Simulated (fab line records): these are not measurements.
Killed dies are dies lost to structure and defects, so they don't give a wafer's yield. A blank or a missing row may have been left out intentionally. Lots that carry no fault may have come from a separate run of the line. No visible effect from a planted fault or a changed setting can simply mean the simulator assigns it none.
Matching of chambers / flow n5_finfet / 4 sister chambers for N5_BEOL_M10_STRIP_67 on rie_diel-02
The step strips in CF4. 4 wafers are shown with their chamber, then 11 later ones without.

## EACH WAFER AND ITS CHAMBER
wafer=L081.1; chamber=0; showerhead_plenum_p_Torr (Torr)=1.76
wafer=L085.1; chamber=2; showerhead_plenum_p_Torr (Torr)=1.82
wafer=L085.5; chamber=3; showerhead_plenum_p_Torr (Torr)=1.84
wafer=L089.2; chamber=1; showerhead_plenum_p_Torr (Torr)=1.81

## WAFERS WHOSE CHAMBER IS MISSING
wafer=L089.3; showerhead_plenum_p_Torr (Torr)=1.76
wafer=L089.6; showerhead_plenum_p_Torr (Torr)=1.84
wafer=L092.1; showerhead_plenum_p_Torr (Torr)=1.76
wafer=L092.2; showerhead_plenum_p_Torr (Torr)=1.81
wafer=L092.4; showerhead_plenum_p_Torr (Torr)=1.84
wafer=L095.2; showerhead_plenum_p_Torr (Torr)=1.81
wafer=L095.3; showerhead_plenum_p_Torr (Torr)=1.83
wafer=L095.5; showerhead_plenum_p_Torr (Torr)=1.83
wafer=L097.3; showerhead_plenum_p_Torr (Torr)=1.83
wafer=L097.4; showerhead_plenum_p_Torr (Torr)=1.81
wafer=L097.6; showerhead_plenum_p_Torr (Torr)=1.83

## WHICH CHAMBER EACH ONE RAN IN
wafer=L089.3; from the rows above=0; in truth=0
wafer=L089.6; from the rows above=3; in truth=3
wafer=L092.1; from the rows above=0; in truth=0
wafer=L092.2; from the rows above=can't be placed: 1 or 2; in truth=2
wafer=L092.4; from the rows above=3; in truth=3
wafer=L095.2; from the rows above=can't be placed: 1 or 2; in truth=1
wafer=L095.3; from the rows above=can't be placed: 2 or 3 or 1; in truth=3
wafer=L095.5; from the rows above=can't be placed: 2 or 3 or 1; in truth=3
wafer=L097.3; from the rows above=can't be placed: 2 or 3 or 1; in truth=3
wafer=L097.4; from the rows above=can't be placed: 1 or 2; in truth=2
wafer=L097.6; from the rows above=can't be placed: 2 or 3 or 1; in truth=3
Correct placement for 4 of the 11. These rows do not allow placing 7 (true chamber among the candidates in 7). 0 placed wrongly.
How it was worked out, from the rows above alone: a wafer's distance from a chamber is the root of the sum, over the readings, of the square of ((its reading less the chamber's mean) divided by the reading's scatter). The wafer belongs to the nearest chamber; if the next one is less than 2 further off, it can't be placed. A chamber's mean is the mean of its shown wafers. The scatter: with one shown wafer a chamber, the root of the mean of the squares of how far each hidden wafer lies from its nearest shown one.
